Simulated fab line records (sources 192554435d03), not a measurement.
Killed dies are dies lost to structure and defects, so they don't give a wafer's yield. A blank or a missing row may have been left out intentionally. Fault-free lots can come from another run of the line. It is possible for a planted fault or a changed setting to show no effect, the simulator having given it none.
Lot-split experiment ; flow n5Finfet ; route with 1938 steps; 7 lots, 39 wafers read

SPLIT DETAILS
At N5_DUMMY_GATE_EXPOSE_12 (exposes mask GATE, target cd 25 nm), the setting doseMj was moved away from the recipe's 34 on 9 of the 39 wafers read, by -6.5% to +8.0%. For the rest of the wafers, this setting stayed at what the recipe calls for.

FROM THE SPLIT TO THE READING: what the file shows between them, 2 steps
- N5_DUMMY_GATE_PEB_13: peb time 60 s
- N5_DUMMY_GATE_DEVELOP_14: develop time 30 s

THE READING
cdNm, in nm, at N5_DUMMY_GATE_CD_MEAS_15 (target cd 25.8 nm). Typical for fault-free wafers on this fab line: 24.97 nm, with standard deviation 0.23 nm.

wafer;tool, chamber at the split;doseMj as run;against the recipe;cdNm, nm;against lot-mates on the recipe
L075.1;euvScanner-02, 0;34;recipe;25.23;-
L075.2;euvScanner-02, 0;34;recipe;25.01;-
L075.3;euvScanner-02, 0;34;recipe;24.83;-
L076.1;euvScanner-01, 0;34;recipe;25.03;-
L076.2;euvScanner-01, 0;31.79;-6.5%;26.01;+1.03
L076.3;euvScanner-01, 0;34;recipe;24.82;-
L076.4;euvScanner-01, 0;31.79;-6.5%;26.15;+1.17
L076.5;euvScanner-01, 0;31.79;-6.5%;26.17;+1.19
L076.6;euvScanner-01, 0;34;recipe;25.10;-
L079.1;euvScanner-01, 0;34;recipe;24.93;-
L079.2;euvScanner-01, 0;34;recipe;24.62;-
L079.3;euvScanner-01, 0;34;recipe;24.88;-
L079.4;euvScanner-01, 0;34;recipe;25.40;-
L079.5;euvScanner-01, 0;34;recipe;24.84;-
L079.6;euvScanner-01, 0;34;recipe;25.15;-
L080.1;euvScanner-01, 0;36.71;+8.0%;23.39;-1.37
L080.2;euvScanner-01, 0;36.71;+8.0%;23.47;-1.29
L080.3;euvScanner-01, 0;34;recipe;24.88;-
L080.4;euvScanner-01, 0;34;recipe;24.97;-
L080.5;euvScanner-01, 0;34;recipe;24.43;-
L080.6;euvScanner-01, 0;36.71;+8.0%;23.22;-1.54
L082.1;euvScanner-01, 0;34;recipe;24.82;-
L082.2;euvScanner-01, 0;34;recipe;25.29;-
L082.3;euvScanner-01, 0;34;recipe;25.43;-
L082.4;euvScanner-01, 0;34;recipe;25.01;-
L082.5;euvScanner-01, 0;34;recipe;24.93;-
L082.6;euvScanner-01, 0;34;recipe;25.01;-
L095.1;euvScanner-02, 0;34;recipe;25.12;-
L095.2;euvScanner-02, 0;34;recipe;25.04;-
L095.3;euvScanner-02, 0;34;recipe;25.30;-
L095.4;euvScanner-02, 0;34;recipe;25.12;-
L095.5;euvScanner-02, 0;34;recipe;25.09;-
L095.6;euvScanner-02, 0;34;recipe;24.78;-
L097.1;euvScanner-02, 0;34.96;+2.8%;24.28;-0.59
L097.2;euvScanner-02, 0;34.96;+2.8%;24.12;-0.75
L097.3;euvScanner-02, 0;34;recipe;24.97;-
L097.4;euvScanner-02, 0;34.96;+2.8%;24.86;-0.01
L097.5;euvScanner-02, 0;34;recipe;24.62;-
L097.6;euvScanner-02, 0;34;recipe;25.01;-

FIT RESULTS
A straight line over all 39 wafers: cdNm changes by -0.192 nm for each +1% of doseMj; r = -0.93; the points scatter about the line by 0.23 nm.
The same after taking each lot's own level away (the mean of its wafers on the recipe; 39 wafers): -0.174 nm for each +1%; r = -0.93; scatter 0.2 nm.
Per that fit: largest doseMj move, reading shift of 1.4 nm.
From 24.760 to 25.082 nm: that is the span of the lots' own levels, equal to 1.4 times the standard deviation above.
Thus the slope moves with the lot-to-lot level: the two fits are different.
Check: with one of the wafers moved furthest among these (+8.0%) left out of the fit, the line predicts -1.39 nm for it against its lot-mates. Against them it came out at -1.37 nm.

THE OTHER SPLITS THESE WAFERS WENT THROUGH
Other splits were also applied to these wafers ahead of the reading. Each is held against what the fit with the lots' levels taken away leaves over:
other split on the same wafers;wafers away from the commonest value;r with cdNm (lot level and that fit taken away)
N5_FIN_SAQP_ETCH_52 sourceW;12;+0.01
N5_FIN_SAQP_SPACER2_ALD_28 targetThkA;9;+0.29
N5_FIN_CUT_CUT_ETCH_26 timeS;18;-0.24

THE WHOLE CHAIN: every reading that the file lists as answering this split, in the file's order
step;what it does;reading;change (the file's fit);r (the file's)
N5_DUMMY_GATE_CD_MEAS_15;target cd 25.8 nm;cdNm;-0.174 nm for each +1% of the setting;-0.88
N5_DUMMY_GATE_TRIM_49;chemistry O2, time 29 s, target cd 14 nm;DUMMY_GATE.cdNm (the simulator's own value, which no gauge read);-0.219 nm for each +1% of the setting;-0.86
N5_DUMMY_GATE_ETCH_44;etches poly-Si in HBr/O2, stops on SiO2, target depth 127.5 nm;DUMMY_GATE.cdNm (the simulator's own value, which no gauge read);-0.235 nm for each +1% of the setting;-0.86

THE FILE'S OWN FIT
cdNm changes by -0.174 nm for each +1% of doseMj, r = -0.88.
